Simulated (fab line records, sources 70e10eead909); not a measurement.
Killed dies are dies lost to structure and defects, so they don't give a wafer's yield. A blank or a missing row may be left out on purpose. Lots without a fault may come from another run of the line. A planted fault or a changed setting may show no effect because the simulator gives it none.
Which tool did it? | flow nand_harc | 12 lots, 36 wafers sampled, at 1 step of a route of 1302

WHAT THE GAUGES READ, wafer by wafer
NHARC_A_SGD_CUT_INSPECT_25.
lot  | measured     | on                | raw_defect_count
L075 | day 20 05:16 | defect_inspect-01 | 314 496 458
L077 | day 20 22:43 | defect_inspect-01 | 601 333 472
L079 | day 22 02:43 | defect_inspect-02 | 344 326 362
L081 | day 22 12:43 | defect_inspect-01 | 364 307 328
L085 | day 23 11:47 | defect_inspect-01 | 282 225 396
L083 | day 24 00:46 | defect_inspect-02 | 468 543 387
L087 | day 25 06:31 | defect_inspect-02 | 492 305 462
L089 | day 25 20:16 | defect_inspect-01 | 467 418 452
L091 | day 26 05:53 | defect_inspect-01 | 375 572 378
L093 | day 27 09:09 | defect_inspect-02 | 341 452 392
L094 | day 28 13:32 | defect_inspect-01 | 383 362 364
L097 | day 29 07:35 | defect_inspect-01 | 391 349 287

WHICH TOOL RAN EACH LOT (tool, then ch and the chambers of the sampled wafers, then the start)
The record holds no process step before these readings.

THE ANSWER, worked out from the rows above alone
Rule: what is usual is taken from the lots themselves. Put in order of their means at a reading, lots are off if they are a third of the lots or fewer, leave a main group of 4 or more, and stand apart from it by a gap of 3 or more times the standard deviation of the main group's means; of several such gaps the widest counts. A main group whose means are all the same, to the digits that the tables above print for the reading, isn't used. A lot without any number at a reading at which 4 lots or more have one is off too. The other lots that the step has rows for count as sound.
No lot is off at any reading shown: from this, nothing can be told.

WHAT THE SIMULATOR HAD PUT IN
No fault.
